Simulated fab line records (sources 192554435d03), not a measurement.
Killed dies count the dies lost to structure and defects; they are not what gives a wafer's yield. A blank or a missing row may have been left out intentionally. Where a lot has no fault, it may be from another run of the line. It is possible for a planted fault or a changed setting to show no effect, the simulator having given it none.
Chamber matching -- flow n5 finfet -- 3 sister chambers for N5_BEOL_M9_CURE_72 on uv cure-01
The step cures SiCOH lowk, time 120 s. 30 wafers are shown with their chamber, then 12 later ones without.

WAFERS WITH THEIR CHAMBER
wafer,chamber,wafer_temp_C_max,lamp power pct (%)
L077.1,2,372.0,52.28
L077.4,2,372.3,52.31
L077.6,2,371.9,52.27
L077.2,2,371.8,52.35
L077.3,2,371.8,52.35
L077.5,2,371.6,52.29
L078.1,2,372.1,52.26
L078.2,2,371.7,52.37
L078.3,2,372.3,52.43
L078.4,2,372.3,52.24
L078.5,2,371.6,52.28
L078.6,2,372.0,52.31
L079.1,0,373.3,52.35
L079.3,0,372.5,52.30
L079.4,0,372.3,52.37
L083.2,1,370.9,52.30
L083.3,1,371.1,52.31
L083.4,1,371.1,52.40
L085.1,2,373.0,52.28
L085.2,2,372.1,52.25
L085.6,2,372.2,52.29
L085.3,2,371.7,52.23
L085.4,2,371.9,52.30
L085.5,2,371.6,52.28
L086.3,2,371.9,52.30
L086.5,2,371.7,52.36
L086.6,2,371.8,52.29
L090.3,2,372.1,52.21
L090.5,2,372.9,52.29
L090.6,2,372.2,52.34

SIGNATURES (means of the wafers above)
reading,chamber 0,chamber 1,chamber 2,scatter within a chamber
wafer_temp_C_max,372.700,371.033,372.021,0.368
lamp power pct,52.3400,52.3367,52.2983,0.0488
Rule: for each reading, subtract the chamber's mean from the wafer's reading, divide by that reading's scatter and square the result; add these up over the readings and take the root, which gives the wafer's distance from the chamber. The wafer belongs to the nearest chamber; if the next one is less than 2 further off, it can't be placed. The scatter: take each reading less its chamber's mean, square it, sum over the shown wafers, divide by the number of wafers less the number of chambers, and take the root.

WAFERS WITHOUT THEIR CHAMBER
wafer,wafer_temp_C_max,lamp power pct (%)
L088.2,372.3,52.28
L088.5,372.5,52.34
L088.6,371.8,52.30
L097.3,372.3,52.33
L097.4,371.9,52.28
L097.5,372.0,52.35
L091.1,372.4,52.32
L091.2,373.1,52.36
L091.3,372.4,52.23
L092.1,371.2,52.37
L092.2,371.5,52.28
L092.5,371.8,52.29

CHAMBER TAKEN BY EACH
wafer,from the rows above,in truth
L088.2,can't be placed: 2 or 0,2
L088.5,can't be placed: 0 or 2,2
L088.6,can't be placed: 2 or 1 or 0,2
L097.3,can't be placed: 2 or 0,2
L097.4,can't be placed: 2 or 0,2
L097.5,can't be placed: 2 or 0 or 1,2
L091.1,can't be placed: 0 or 2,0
L091.2,0,0
L091.3,can't be placed: 2 or 0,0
L092.1,can't be placed: 1 or 2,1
L092.2,can't be placed: 2 or 1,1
L092.5,can't be placed: 2 or 1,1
Correct placement for 1 of the 12. Can't be placed from these rows: 11 (the true chamber is among the candidates in 11). Number placed wrongly: 0.
